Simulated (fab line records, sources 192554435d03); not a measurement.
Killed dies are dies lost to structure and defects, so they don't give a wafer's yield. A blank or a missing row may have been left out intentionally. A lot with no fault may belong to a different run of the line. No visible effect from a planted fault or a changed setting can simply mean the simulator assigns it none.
A struck lot beside a sound one	flow n5_finfet	16 steps out of a route of 1938
Sound: wafers L772.2, L772.3, L772.5. Struck: wafer L781.5. The cause comes at the end.
Order at every step that has rows: each side's tool, ch and its chambers, its first start. Under that, the readings that differ: sound wafers	struck wafers	difference of the means	sigmas: that difference in standard deviations of wafers without a fault.
alike: a reading whose means differ by less than 2 such deviations, as well as words and numbers matching on both sides. not compared: withheld readings; readings where some wafer has no value; bounds like >300 that might hide an equal value; numbers whose values overlap and for which the record gives no deviation.
The two part at a step that has a row with sigmas, a row that says differs or no value, or rows on one side only. Numbers that don't overlap but have no deviation are shown without sigmas and don't part them. A reading that every wafer of one side lacks parts them only if that side has two wafers or more.

first, 5 steps without rows for these wafers: N5_BEOL_M3_EBR_24; N5_BEOL_M3_SOFTBAKE_23 (time 60 s); N5_BEOL_M3_EXPOSE_25 (exposes mask V2, defocus 5 nm); N5_BEOL_M3_PEB_26 (peb time 60 s); N5_BEOL_M3_DEVELOP_27 (develop time 30 s).
N5_BEOL_M3_CD_MEAS_28: target cd 25.7 nm, target cd y 23.3 nm.
  sound on cd_sem-01 ch 0, day 8 09:01; struck on cd_sem-03 ch 0, day 10 09:28
  alike: cd_nm
N5_BEOL_M3_OVL_MEAS_29:
  sound on overlay-01 ch 0, day 8 09:04; struck on overlay-01 ch 0, day 10 09:31
  alike: V2_OVL
N5_BEOL_M3_INSPECT_30: inspects for defects (brightfield).
  sound: defect_inspect-01 at day 8 09:07; struck: defect_inspect-01 at day 10 09:34
  alike: raw_defect_count
N5_BEOL_M3_DESCUM_33: chemistry O2, time 7 s.
  sound on rie_diel-06 ch 0,2,3, day 8 09:11; struck on rie_diel-03 ch 3, day 10 09:46
  alike: drypump_motor_current_A, oes_product_au, rf_vpp_V, showerhead_plenum_p_Torr, throttle_valve_pct
  not compared: rf_hours_counter_h
N5_BEOL_M3_ETCH_77: etches underlayer in N2/H2, target depth 6.5 nm, time 5.2 s.
  sound on rie_diel-06 ch 0,2,3, day 8 09:14; struck on rie_diel-03 ch 3, day 10 09:48
  alike: drypump_motor_current_A, etch_rf_on_time_s, n2_flow_sccm, oes_product_au, rf_vpp_V, showerhead_plenum_p_Torr, throttle_valve_pct
  not compared: rf_hours_counter_h
N5_BEOL_M3_ETCH_69: etches SiARC in CF4, target depth 15.6 nm, time 26 s.
  sound on rie_diel-06 ch 0,2,3, day 8 09:14; struck on rie_diel-03 ch 3, day 10 09:50
  alike: drypump_motor_current_A, etch_rf_on_time_s, mfc_ar_sccm, oes_product_au, rf_vpp_V, showerhead_plenum_p_Torr, throttle_valve_pct
  not compared: rf_hours_counter_h
N5_BEOL_M3_ALD_98: deposits SiO2, target thk 2.5 nm, pulse time 1 s, co reactant pulse time 1 s.
  sound on ald_sin-03 ch 2,3, day 8 10:22; struck on ald_sin-04 ch 0, day 10 09:56
  alike: heater_power_w, precursor_pulse_height_rel, susceptor_temp_C
N5_BEOL_M3_ETCHBACK_99: etches SiO2 in CHF3, target depth 5 nm, time 10.4 s.
  sound on rie_diel-06 ch 0,1,3, day 8 10:29; struck on rie_diel-01 ch 1, day 10 14:28
reading	sound	struck	difference	sigmas
mfc_ar_sccm (sccm)	199.7 200.3 199.8	201.5	+1.6	+2
oes_product_au (a.u.)	0.88 0.78 0.76	1.25	+0.44	+6
  alike: drypump_motor_current_A, rf_vpp_V, showerhead_plenum_p_Torr, throttle_valve_pct
  not compared: rf_hours_counter_h
N5_BEOL_M3_ETCH_70: etches SOC in N2/H2, target depth 80 nm, overetch 16 nm, time 120 s.
  sound on rie_diel-06 ch 0,1,3, day 8 10:31; struck on rie_diel-01 ch 1, day 10 14:31
  alike: drypump_motor_current_A, n2_flow_sccm, oes_product_au, rf_vpp_V, showerhead_plenum_p_Torr, throttle_valve_pct
  not compared: rf_hours_counter_h
N5_BEOL_M4_RC_MEAS_101:
  sound on prober-01 ch 0, day 9 03:54; struck on prober-01 ch 0, day 11 04:31
  alike: DIBL_N, DIBL_P, IOFF_N, IOFF_P, ION_N, ION_P, SS_N, SS_P, VT_N, VT_P
-- the record jumps here: 4 days lie between the struck wafers' starts before and after (it left off in module BEOL_M4 and takes up again in module PASSIVATION, whose first step shown is number 1936 of the route) --
N5_PASSIVATION_PROBE_49:
  sound: prober-02 at day 13 04:41; struck: prober-02 at day 15 11:36
reading	sound	struck	difference	sigmas
defect_limited_yield (%)	92.1 94.0 89.3	87.1	-4.7	-3
killed_dies	93 71 126	152	+55	+3
killed_open	72 49 73	107	+42	+3
sort_bin_5_function (%)	4.4 3.5 7.6	8.1	+2.9	+3
sort_n_pass	1087 1109 1054	1028	-55	-3
sort_yield_pct (%)	92.1 94.0 89.3	87.1	-4.7	-3
  alike: killed_at_M0_to_M3, killed_at_M4_up, killed_at_contacts, killed_at_front_end, killed_at_other, killed_on_rim, killed_short, sort_bin_4_leakage, sort_bin_6_memory, sort_bin_8_speed

WHERE THEY PART
First at N5_BEOL_M3_ETCHBACK_99; last, within this record, at N5_PASSIVATION_PROBE_49.

WHY: the cause the simulator had injected
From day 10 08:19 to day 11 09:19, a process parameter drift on rie_diel-01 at N5_BEOL_M3_ETCHBACK_99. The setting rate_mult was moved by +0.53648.
